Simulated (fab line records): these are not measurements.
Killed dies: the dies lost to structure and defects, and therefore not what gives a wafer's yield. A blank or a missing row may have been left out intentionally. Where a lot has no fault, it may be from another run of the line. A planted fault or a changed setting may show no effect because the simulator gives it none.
Chamber matching || flow n5Finfet || rieDiel-06 running N5_BEOL_M0_SAQP_ETCH_88: 4 sister chambers
The step etches underlayer in N2/H2, target depth 6.5 nm, time 5.2 s. 16 wafers are shown with their chamber, then 8 later ones without.

WAFERS, EACH WITH ITS CHAMBER
{"wafer": "L074.2", "chamber": 1, "showerheadPlenumPTorr (Torr)": 2.71, "rfVppV (V)": 530, "throttleValvePct (%)": 17.5}
{"wafer": "L074.3", "chamber": 2, "showerheadPlenumPTorr (Torr)": 2.51, "rfVppV (V)": 523, "throttleValvePct (%)": 18.2}
{"wafer": "L074.4", "chamber": 0, "showerheadPlenumPTorr (Torr)": 2.43, "rfVppV (V)": 522, "throttleValvePct (%)": 17.7}
{"wafer": "L085.2", "chamber": 1, "showerheadPlenumPTorr (Torr)": 2.70, "rfVppV (V)": 526, "throttleValvePct (%)": 17.5}
{"wafer": "L085.3", "chamber": 2, "showerheadPlenumPTorr (Torr)": 2.50, "rfVppV (V)": 523, "throttleValvePct (%)": 18.2}
{"wafer": "L085.6", "chamber": 1, "showerheadPlenumPTorr (Torr)": 2.70, "rfVppV (V)": 529, "throttleValvePct (%)": 17.5}
{"wafer": "L088.1", "chamber": 0, "showerheadPlenumPTorr (Torr)": 2.42, "rfVppV (V)": 522, "throttleValvePct (%)": 17.7}
{"wafer": "L088.2", "chamber": 2, "showerheadPlenumPTorr (Torr)": 2.50, "rfVppV (V)": 523, "throttleValvePct (%)": 18.2}
{"wafer": "L088.5", "chamber": 1, "showerheadPlenumPTorr (Torr)": 2.70, "rfVppV (V)": 528, "throttleValvePct (%)": 17.5}
{"wafer": "L091.2", "chamber": 3, "showerheadPlenumPTorr (Torr)": 2.64, "rfVppV (V)": 529, "throttleValvePct (%)": 17.8}
{"wafer": "L091.3", "chamber": 1, "showerheadPlenumPTorr (Torr)": 2.70, "rfVppV (V)": 528, "throttleValvePct (%)": 17.6}
{"wafer": "L091.4", "chamber": 3, "showerheadPlenumPTorr (Torr)": 2.64, "rfVppV (V)": 527, "throttleValvePct (%)": 17.8}
{"wafer": "L093.2", "chamber": 2, "showerheadPlenumPTorr (Torr)": 2.50, "rfVppV (V)": 521, "throttleValvePct (%)": 17.8}
{"wafer": "L093.4", "chamber": 1, "showerheadPlenumPTorr (Torr)": 2.70, "rfVppV (V)": 527, "throttleValvePct (%)": 17.6}
{"wafer": "L093.6", "chamber": 3, "showerheadPlenumPTorr (Torr)": 2.64, "rfVppV (V)": 527, "throttleValvePct (%)": 17.8}
{"wafer": "L095.1", "chamber": 0, "showerheadPlenumPTorr (Torr)": 2.41, "rfVppV (V)": 521, "throttleValvePct (%)": 17.8}

SIGNATURES (means of the wafers above)
{"reading": "showerheadPlenumPTorr", "chamber 0": 2.4200, "chamber 1": 2.7017, "chamber 2": 2.5025, "chamber 3": 2.6400, "scatter within a chamber": 0.00546}
{"reading": "rfVppV", "chamber 0": 521.67, "chamber 1": 528.00, "chamber 2": 522.50, "chamber 3": 527.67, "scatter within a chamber": 1.17}
{"reading": "throttleValvePct", "chamber 0": 17.733, "chamber 1": 17.533, "chamber 2": 18.100, "chamber 3": 17.800, "scatter within a chamber": 0.108}
Rule: a wafer lies at a distance from a chamber equal to the root of the sum of squares, over the readings, of (its reading less the chamber's mean, divided by the reading's scatter). If the next closest chamber is less than 2 further off than the closest, the wafer can't be placed; otherwise it belongs to the closest. How the scatter is found: for the shown wafers, subtract from each reading the mean of its chamber, square and add these, divide the total by (wafers less chambers), then take the root.

WAFERS WHOSE CHAMBER IS MISSING
{"wafer": "L095.3", "showerheadPlenumPTorr (Torr)": 2.64, "rfVppV (V)": 527, "throttleValvePct (%)": 17.8}
{"wafer": "L095.4", "showerheadPlenumPTorr (Torr)": 2.50, "rfVppV (V)": 522, "throttleValvePct (%)": 17.8}
{"wafer": "L096.1", "showerheadPlenumPTorr (Torr)": 2.50, "rfVppV (V)": 520, "throttleValvePct (%)": 17.8}
{"wafer": "L096.2", "showerheadPlenumPTorr (Torr)": 2.41, "rfVppV (V)": 520, "throttleValvePct (%)": 17.8}
{"wafer": "L096.3", "showerheadPlenumPTorr (Torr)": 2.64, "rfVppV (V)": 525, "throttleValvePct (%)": 17.8}
{"wafer": "L097.1", "showerheadPlenumPTorr (Torr)": 2.69, "rfVppV (V)": 528, "throttleValvePct (%)": 17.6}
{"wafer": "L097.4", "showerheadPlenumPTorr (Torr)": 2.64, "rfVppV (V)": 527, "throttleValvePct (%)": 17.8}
{"wafer": "L097.5", "showerheadPlenumPTorr (Torr)": 2.64, "rfVppV (V)": 526, "throttleValvePct (%)": 17.8}

THE CHAMBER EACH PASSED THROUGH
{"wafer": "L095.3", "from the rows above": 3, "in truth": 3}
{"wafer": "L095.4", "from the rows above": 2, "in truth": 2}
{"wafer": "L096.1", "from the rows above": 2, "in truth": 2}
{"wafer": "L096.2", "from the rows above": 0, "in truth": 0}
{"wafer": "L096.3", "from the rows above": 3, "in truth": 3}
{"wafer": "L097.1", "from the rows above": 1, "in truth": 1}
{"wafer": "L097.4", "from the rows above": 3, "in truth": 3}
{"wafer": "L097.5", "from the rows above": 3, "in truth": 3}
8 of 8 placed correctly. Number that these rows cannot place: 0. Number placed wrongly: 0.
